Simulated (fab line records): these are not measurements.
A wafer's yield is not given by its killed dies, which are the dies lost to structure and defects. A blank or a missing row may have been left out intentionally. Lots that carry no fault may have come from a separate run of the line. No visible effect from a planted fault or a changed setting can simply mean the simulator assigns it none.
Comparing a struck lot with a sound one / flow nandHarc / 14 steps out of a route of 1302
Sound: the wafers L362.1, L362.2, L362.3. Wafers L361.2, L361.3, L361.5 were the ones struck. The cause is named last.
Each step with rows lists, per side, the tool, then ch with its chambers, then its first start. Under that, the readings that differ: sound wafers / struck wafers / difference of the means / sigmas: that difference in standard deviations of wafers without a fault.
alike: words and numbers the same on both sides, and readings whose means are apart by under 2 such deviations; not compared: readings that were withheld, readings missing a value for some wafer, numbers with overlapping values and no deviation given by the record, and bounds like >300 which may hide the same value.
A row with sigmas, a row that says differs or no value, or rows on one side alone: a step with any of these is where the two part. Numbers that don't overlap but have no deviation are shown without sigmas and don't part them. A reading that every wafer of one side lacks parts them only if that side has two wafers or more.

NHARC_A_CHANNEL_FILL_D1_ALD_02: deposits SiO2, target thk 6 nm, pulse time 10 s, ald cycles 60.
  sound on aldHk-04 ch 0,1,2, day 15 05:41; struck on aldHk-02 ch 0,1,3, day 14 00:04
  alike: heaterPowerW, precursorPulseHeightRel, susceptorTempC
then, 1 step without rows for these wafers: NHARC_A_CHANNEL_FILL_D1_ALD_03 (deposits SiNx, target thk 6 nm, pulse time 60 s, ald cycles 58).
NHARC_A_CHANNEL_FILL_D1_ALD_14: deposits SiO2, target thk 2.5 nm, pulse time 10 s, ald cycles 25.
  sound on aldHk-01 ch 1,2,3, day 15 12:40; struck on aldHk-04 ch 0,2, day 14 07:06
  alike: heaterPowerW, precursorPulseHeightRel, susceptorTempC
NHARC_A_CHANNEL_FILL_D1_ALD_15: deposits SiNx, target thk 2 nm, pulse time 60 s, ald cycles 19.
  sound on aldSinBatch-03 ch 0; struck on aldSinBatch-03 ch 0
reading=susceptorTempC (C); sound=629.8 629.7 630.0; struck=- - -; difference=no value on the struck wafers; sigmas=
  alike: precursorPulseHeightRel
then, 3 steps without rows for these wafers: NHARC_A_CHANNEL_FILL_D1_ALD_16 (deposits SiO2, target thk 1.5 nm, pulse time 10 s, ald cycles 15); NHARC_A_CHANNEL_FILL_D1_ANNEAL_17 (time 1800 s); NHARC_A_CHANNEL_FILL_D1_CVD_18 (deposits poly-Si, target thk 3 nm).
NHARC_A_CHANNEL_FILL_D1_ETCHBACK_19: etches the open film in HBr/Cl2, target depth 5 nm, time 1.7 s.
  sound on rieSi-01 ch 0,2,3, day 16 07:12; struck on rieSi-06 ch 2,3, day 15 01:18
  alike: drypumpMotorCurrentA, heBacksideLeakSccm, oesProductAu, throttleValvePct
  not compared: rfHoursCounterH
then, 1 step without rows for these wafers: NHARC_A_CHANNEL_FILL_D1_ETCHBACK_20 (etches the open film in C4F8/O2/Ar, target depth 27 nm, time 13.5 s).
NHARC_A_CHANNEL_FILL_D1_STRIP_28: strips in O2, time 20 s.
  sound on rieDiel-04 ch 1,2,3, day 16 07:25; struck on rieDiel-12 ch 1,3, day 15 01:31
reading=oesProductAu (a.u.); sound=1.006 0.992 0.998; struck=1.018 1.025 1.023; difference=+0.023; sigmas=+2
  alike: drypumpMotorCurrentA, rfVppV, showerheadPlenumPTorr, throttleValvePct
  not compared: rfHoursCounterH
then, 2 steps without rows for these wafers: NHARC_A_CHANNEL_FILL_D1_PRECLEAN_21 (cleans in dHF, time 30 s); NHARC_A_CHANNEL_FILL_D1_SRD_23.
NHARC_A_CHANNEL_FILL_D1_CVD_05: deposits poly-Si, target thk 5 nm.
  sound on lpcvdPoly-03 ch 0, day 16 10:29; struck on lpcvdPoly-03, day 15 03:55
  no value came back on the struck wafers for spikeTcBottomC (C), spikeTcCentreC (C), zonePowerTopPct (%); on the sound wafers spikeTcBottomC (C) reads 572.4 570.8 571.0
then, 1 step without rows for these wafers: NHARC_A_CHANNEL_FILL_D1_ANNEAL_22 (time 7200 s).

## WHERE THEY PART
At NHARC_A_CHANNEL_FILL_D1_ALD_15 first; at NHARC_A_CHANNEL_FILL_D1_CVD_05 last (within this record only).

WHY: whatever the simulator had introduced
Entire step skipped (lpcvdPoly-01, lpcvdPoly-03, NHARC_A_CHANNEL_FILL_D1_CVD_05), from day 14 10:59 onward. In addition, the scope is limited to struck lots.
